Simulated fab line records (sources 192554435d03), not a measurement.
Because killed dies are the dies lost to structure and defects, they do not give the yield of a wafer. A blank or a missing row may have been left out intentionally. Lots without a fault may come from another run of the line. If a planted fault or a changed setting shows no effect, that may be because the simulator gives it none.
Matching of chambers | flow n5Finfet | 4 sister chambers for N5_BEOL_M6_ETCH_72 on rieDiel-03
The step etches underlayer in N2/H2, target depth 6.5 nm, time 5.2 s. 16 wafers are shown with their chamber, then 8 later ones without.

WAFERS WITH THEIR CHAMBER
wafer  | chamber | showerheadPlenumPTorr (Torr) | drypumpMotorCurrentA (A) | throttleValvePct (%)
L074.4 | 1       | 2.61                         | 5.8                      | 18.03
L074.5 | 2       | 2.39                         | 5.9                      | 17.64
L074.6 | 3       | 2.47                         | 5.5                      | 17.66
L075.1 | 1       | 2.61                         | 5.8                      | 18.05
L075.2 | 3       | 2.47                         | 5.5                      | 17.69
L075.6 | 1       | 2.61                         | 5.8                      | 18.03
L076.3 | 0       | 2.61                         | 5.8                      | 17.48
L076.4 | 1       | 2.60                         | 5.8                      | 18.06
L076.5 | 2       | 2.39                         | 5.9                      | 17.65
L078.1 | 1       | 2.60                         | 5.8                      | 18.09
L078.3 | 3       | 2.47                         | 5.6                      | 17.64
L078.6 | 3       | 2.47                         | 5.5                      | 17.68
L079.3 | 2       | 2.38                         | 5.9                      | 17.69
L079.4 | 0       | 2.61                         | 5.8                      | 17.48
L079.6 | 1       | 2.60                         | 5.8                      | 18.08
L081.1 | 3       | 2.46                         | 5.5                      | 17.69

SIGNATURES (averages over the wafers above)
reading               | chamber 0 | chamber 1 | chamber 2 | chamber 3 | scatter within a chamber
showerheadPlenumPTorr | 2.6100    | 2.6050    | 2.3867    | 2.4680    | 0.00497
drypumpMotorCurrentA  | 5.800     | 5.800     | 5.900     | 5.520     | 0.0258
throttleValvePct      | 17.4800   | 18.0567   | 17.6600   | 17.6720   | 0.0231
Rule: for each reading, subtract the chamber's mean from the wafer's reading, divide by that reading's scatter and square the result; add these up over the readings and take the root, which gives the wafer's distance from the chamber. The wafer belongs to the nearest chamber; if the next one is less than 2 further off, it can't be placed. How the scatter is found: for the shown wafers, subtract from each reading the mean of its chamber, square and add these, divide the total by (wafers less chambers), then take the root.

WAFERS WITH NO CHAMBER GIVEN
wafer  | showerheadPlenumPTorr (Torr) | drypumpMotorCurrentA (A) | throttleValvePct (%)
L081.3 | 2.60                         | 5.8                      | 17.49
L081.5 | 2.60                         | 5.8                      | 17.49
L085.3 | 2.60                         | 5.8                      | 17.50
L085.4 | 2.70                         | 5.9                      | 17.31
L085.6 | 2.59                         | 5.8                      | 18.08
L090.2 | 2.60                         | 5.8                      | 17.12
L090.4 | 2.59                         | 5.8                      | 18.11
L090.6 | 2.60                         | 5.8                      | 17.11

EACH ONE'S CHAMBER
wafer  | from the rows above | in truth
L081.3 | 0                   | 0
L081.5 | 0                   | 0
L085.3 | 0                   | 0
L085.4 | 0                   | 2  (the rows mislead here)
L085.6 | 1                   | 1
L090.2 | 0                   | 0
L090.4 | 1                   | 1
L090.6 | 0                   | 0
Placed correctly: 7 of 8. Not placeable from these rows: 0. 1 placed wrongly.
